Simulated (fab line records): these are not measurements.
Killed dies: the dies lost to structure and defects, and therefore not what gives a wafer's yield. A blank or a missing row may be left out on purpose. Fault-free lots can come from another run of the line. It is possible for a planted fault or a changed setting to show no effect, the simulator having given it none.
Which of the tools did it? || flow n5_finfet || 33 wafers from 11 lots sampled at 4 of the route's 1938 steps

WHAT EACH GAUGE READ, for each wafer
N5_BEOL_M6_CD_MEAS_11 targets a cd of 38.5 nm.
{"lot": "L358", "measured": "day 9 17:49", "on": "cd_sem-02", "cd_nm (nm)": "39.2 38.8 39.3"}
{"lot": "L360", "measured": "day 10 13:49", "on": "cd_sem-01", "cd_nm (nm)": "38.8 39.4 39.5"}
{"lot": "L361", "measured": "day 10 19:41", "on": "cd_sem-03", "cd_nm (nm)": "39.2 38.5 38.5"}
{"lot": "L365", "measured": "day 11 00:35", "on": "cd_sem-03", "cd_nm (nm)": "39.5 39.6 39.4"}
{"lot": "L363", "measured": "day 11 10:55", "on": "cd_sem-03", "cd_nm (nm)": "39.2 39.0 39.4"}
{"lot": "L366", "measured": "day 12 05:49", "on": "cd_sem-01", "cd_nm (nm)": "38.3 37.8 38.4"}
{"lot": "L372", "measured": "day 14 19:43", "on": "cd_sem-02", "cd_nm (nm)": "38.8 39.3 39.3"}
{"lot": "L373", "measured": "day 15 08:14", "on": "cd_sem-02", "cd_nm (nm)": "38.6 38.8 38.6"}
{"lot": "L376", "measured": "day 15 21:26", "on": "cd_sem-03", "cd_nm (nm)": "39.6 38.4 38.7"}
{"lot": "L374", "measured": "day 15 23:22", "on": "cd_sem-01", "cd_nm (nm)": "38.3 39.2 39.1"}
{"lot": "L379", "measured": "day 16 19:16", "on": "cd_sem-02", "cd_nm (nm)": "39.2 38.7 39.1"}

N5_BEOL_M6_INSPECT_13: inspects for defects (brightfield).
{"lot": "L358", "measured": "day 9 17:52", "on": "defect_inspect-01", "raw_defect_count": "378 423 286"}
{"lot": "L360", "measured": "day 10 13:52", "on": "defect_inspect-01", "raw_defect_count": "528 404 460"}
{"lot": "L361", "measured": "day 10 19:44", "on": "defect_inspect-02", "raw_defect_count": "488 440 414"}
{"lot": "L365", "measured": "day 11 00:38", "on": "defect_inspect-01", "raw_defect_count": "302 281 314"}
{"lot": "L363", "measured": "day 11 10:58", "on": "defect_inspect-02", "raw_defect_count": "495 772 583"}
{"lot": "L366", "measured": "day 12 05:53", "on": "defect_inspect-02", "raw_defect_count": "722 700 546"}
{"lot": "L372", "measured": "day 14 19:46", "on": "defect_inspect-01", "raw_defect_count": "471 522 536"}
{"lot": "L373", "measured": "day 15 08:17", "on": "defect_inspect-01", "raw_defect_count": "521 455 438"}
{"lot": "L376", "measured": "day 15 21:29", "on": "defect_inspect-02", "raw_defect_count": "441 380 419"}
{"lot": "L374", "measured": "day 15 23:25", "on": "defect_inspect-02", "raw_defect_count": "344 368 463"}
{"lot": "L379", "measured": "day 16 19:19", "on": "defect_inspect-01", "raw_defect_count": "266 336 344"}

N5_BEOL_M6_CD_MEAS_28 targets a cd of 40 nm.
{"lot": "L358", "measured": "day 9 19:51", "on": "cd_sem-01", "cd_nm (nm)": "39.69 39.94 40.31"}
{"lot": "L360", "measured": "day 10 17:43", "on": "cd_sem-03", "cd_nm (nm)": "39.99 39.95 39.92"}
{"lot": "L361", "measured": "day 11 00:24", "on": "cd_sem-03", "cd_nm (nm)": "42.57 42.51 42.34"}
{"lot": "L365", "measured": "day 11 01:40", "on": "cd_sem-01", "cd_nm (nm)": "41.01 41.31 41.38"}
{"lot": "L363", "measured": "day 11 20:41", "on": "cd_sem-03", "cd_nm (nm)": "40.75 41.32 41.38"}
{"lot": "L366", "measured": "day 12 10:19", "on": "cd_sem-03", "cd_nm (nm)": "40.89 41.42 40.72"}
{"lot": "L372", "measured": "day 14 21:02", "on": "cd_sem-02", "cd_nm (nm)": "39.62 40.16 39.64"}
{"lot": "L373", "measured": "day 15 10:15", "on": "cd_sem-02", "cd_nm (nm)": "40.09 39.76 40.08"}
{"lot": "L376", "measured": "day 16 02:17", "on": "cd_sem-01", "cd_nm (nm)": "40.18 39.95 40.05"}
{"lot": "L374", "measured": "day 16 02:20", "on": "cd_sem-03", "cd_nm (nm)": "40.44 40.12 39.96"}
{"lot": "L379", "measured": "day 16 20:34", "on": "cd_sem-01", "cd_nm (nm)": "40.15 39.90 40.12"}

WHAT TOOL EACH LOT RAN ON (gives the tool, then ch and the chambers of the sampled wafers, and finally the start)
{"lot": "L358", "N5_BEOL_M6_EXPOSE_25": "euv_scanner-01 ch 0, day 9 19:43"}
{"lot": "L360", "N5_BEOL_M6_EXPOSE_25": "euv_scanner-01 ch 0, day 10 17:35"}
{"lot": "L361", "N5_BEOL_M6_EXPOSE_25": "euv_scanner-01 ch 0, day 11 00:16"}
{"lot": "L365", "N5_BEOL_M6_EXPOSE_25": "euv_scanner-01 ch 0, day 11 01:32"}
{"lot": "L363", "N5_BEOL_M6_EXPOSE_25": "euv_scanner-01 ch 0, day 11 20:34"}
{"lot": "L366", "N5_BEOL_M6_EXPOSE_25": "euv_scanner-01 ch 0, day 12 10:11"}
{"lot": "L372", "N5_BEOL_M6_EXPOSE_25": "euv_scanner-02 ch 0, day 14 20:54"}
{"lot": "L373", "N5_BEOL_M6_EXPOSE_25": "euv_scanner-02 ch 0, day 15 10:07"}
{"lot": "L376", "N5_BEOL_M6_EXPOSE_25": "euv_scanner-02 ch 0, day 16 02:09"}
{"lot": "L374", "N5_BEOL_M6_EXPOSE_25": "euv_scanner-02 ch 0, day 16 02:12"}
{"lot": "L379", "N5_BEOL_M6_EXPOSE_25": "euv_scanner-02 ch 0, day 16 20:26"}
- N5_BEOL_M6_EXPOSE_25: exposes mask V5, target cd 40 nm.

WHAT THE TOOLS THEMSELVES READ (means of the sampled wafers that have a number; where no wafer has one, the mark that the record gives instead)
N5_BEOL_M6_EXPOSE_25.
{"lot": "L358", "tool": "euv_scanner-01", "exposure_dose_mJ_cm2": 44.91}
{"lot": "L360", "tool": "euv_scanner-01", "exposure_dose_mJ_cm2": 44.92}
{"lot": "L361", "tool": "euv_scanner-01", "exposure_dose_mJ_cm2": 50.31}
{"lot": "L365", "tool": "euv_scanner-01", "exposure_dose_mJ_cm2": 47.64}
{"lot": "L363", "tool": "euv_scanner-01", "exposure_dose_mJ_cm2": 47.11}
{"lot": "L366", "tool": "euv_scanner-01", "exposure_dose_mJ_cm2": 46.63}
{"lot": "L372", "tool": "euv_scanner-02", "exposure_dose_mJ_cm2": 44.78}
{"lot": "L373", "tool": "euv_scanner-02", "exposure_dose_mJ_cm2": 44.86}
{"lot": "L376", "tool": "euv_scanner-02", "exposure_dose_mJ_cm2": 44.82}
{"lot": "L374", "tool": "euv_scanner-02", "exposure_dose_mJ_cm2": 44.76}
{"lot": "L379", "tool": "euv_scanner-02", "exposure_dose_mJ_cm2": 44.81}

THE ANSWER, worked out from the rows above alone
Rule: the usual values come from the lots themselves. The widest of any qualifying gaps counts: lots, ordered by their means at a reading, are off when they make up no more than a third of the lots, leave a main group of 4 or more, and stand apart from it by 3 or more times the standard deviation of that group's means. A main group whose means are all the same, to the digits that the tables above print for the reading, isn't used. Also off: a lot with no number at a reading for which 4 or more lots have one. Where the step has rows for the other lots, those lots are counted as sound. First the gauges in route order, then the tools' own readings, where a lot's mean is used as printed above. The first step at which some lot is off is used, and at that step the reading that is off furthest; a lot without a number counts as furthest.
Nothing can be told from this: no lot is off at any reading shown.

WHAT THE SIMULATOR PUT IN
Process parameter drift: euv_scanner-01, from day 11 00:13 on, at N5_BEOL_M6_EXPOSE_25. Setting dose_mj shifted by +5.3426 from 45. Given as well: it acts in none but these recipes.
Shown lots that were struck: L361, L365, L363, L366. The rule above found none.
